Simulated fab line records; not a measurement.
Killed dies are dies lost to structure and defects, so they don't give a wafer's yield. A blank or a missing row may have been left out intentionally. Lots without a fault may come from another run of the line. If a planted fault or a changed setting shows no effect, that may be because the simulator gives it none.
A struck lot beside a sound one	flow nand-harc	16 out of 1302 route steps
Sound: these wafers, L884.3, L884.5, L884.6. Struck: wafer L893.1 (left out: L893.2, L893.4 of the same lot, which were not struck); the cause appears at the end.
Each step with rows lists, per side, the tool, then ch with its chambers, then its first start. Under that, the readings that differ: sound wafers	struck wafers	difference of the means	sigmas: that difference in standard deviations of wafers without a fault.
alike: readings with means less than 2 such deviations apart, plus words and numbers identical on both sides. not compared: withheld readings, readings lacking a value on some wafer, bounds such as >300 that could conceal the same value, and numbers that have no deviation in the record and whose values overlap.
Wherever a step has rows on one side only, a row that says differs or no value, or a row with sigmas, the two part there. Non-overlapping numbers with no deviation appear without sigmas and do not part them. A reading that every wafer of one side lacks parts them only if that side has two wafers or more.

NHARC_P_GATE_DESCUM_61: chemistry O2, time 3 s.
  sound on rie-diel-12 ch 0,3, day 9 05:33; struck on rie-diel-01 ch 0, day 12 20:46
reading	sound	struck	difference	sigmas
showerhead-plenum-p-Torr (Torr)	1.99 2.03 1.99	1.82	-0.18	-2
  alike: drypump-motor-current-A, oes-product-au, rf-vpp-V, throttle-valve-pct
  not compared: rf-hours-counter-h
next, for these wafers, 1 step has no rows: NHARC_P_GATE_IMPLANT_62.
NHARC_P_GATE_STRIP_112: strips in N2/H2, time 200 s.
  sound on plasma-asher-01 ch 0,1, day 9 06:01; struck on plasma-asher-02 ch 1, day 12 21:14
reading	sound	struck	difference	sigmas
rf-hours-counter-h (h)	- - -	7	no value on the sound wafers	
  alike: drypump-motor-current-A, heater-power-w, temp-c
NHARC_P_GATE_STRIP_76: strips in O2.
  sound on plasma-asher-01 ch 0,1, day 9 06:12; struck on plasma-asher-02 ch 1, day 12 21:29
reading	sound	struck	difference	sigmas
rf-hours-counter-h (h)	- - -	7	no value on the sound wafers	
  alike: drypump-motor-current-A, heater-power-w, temp-c
then, 8 steps without rows for these wafers: NHARC_P_GATE_STRIP_63 (strips in SPM, time 900 s); NHARC_P_GATE_DEHYDRATE_83 (time 120 s); NHARC_P_GATE_HMDS_84 (time 30 s); NHARC_P_GATE_COAT_85; NHARC_P_GATE_SOFTBAKE_86 (time 95 s); NHARC_P_GATE_EBR_87; NHARC_P_GATE_EXPOSE_88 (exposes mask P HVN, target cd 2000 nm); NHARC_P_GATE_PEB_89 (peb time 85 s).
NHARC_P_GATE_DEVELOP_90: time 70 s.
  sound on litho-track-02 ch 0, day 9 06:00; struck on litho-track-05 ch 0, day 12 22:00
then, 1 step without rows for these wafers: NHARC_P_GATE_HARDBAKE_92 (time 80 s).
NHARC_P_GATE_DESCUM_93: chemistry O2, time 3 s.
  sound on rie-diel-01 ch 0,1, day 9 07:09; struck on rie-diel-06 ch 0, day 12 22:34
reading	sound	struck	difference	sigmas
rf-vpp-V (V)	57.6 58.6 57.6	55.8	-2.1	-2
model.P_GATE.cd-nm (nm)	2000 1999 2000	718.3	-1281.4	
  alike: drypump-motor-current-A, oes-product-au, showerhead-plenum-p-Torr, throttle-valve-pct
  not compared: rf-hours-counter-h
next, for these wafers, 1 step has no rows: NHARC_P_GATE_IMPLANT_94.

WHERE THEY PART
At NHARC_P_GATE_DESCUM_61 first; at NHARC_P_GATE_DESCUM_93 last (within this record only).

WHY: whatever the simulator had introduced
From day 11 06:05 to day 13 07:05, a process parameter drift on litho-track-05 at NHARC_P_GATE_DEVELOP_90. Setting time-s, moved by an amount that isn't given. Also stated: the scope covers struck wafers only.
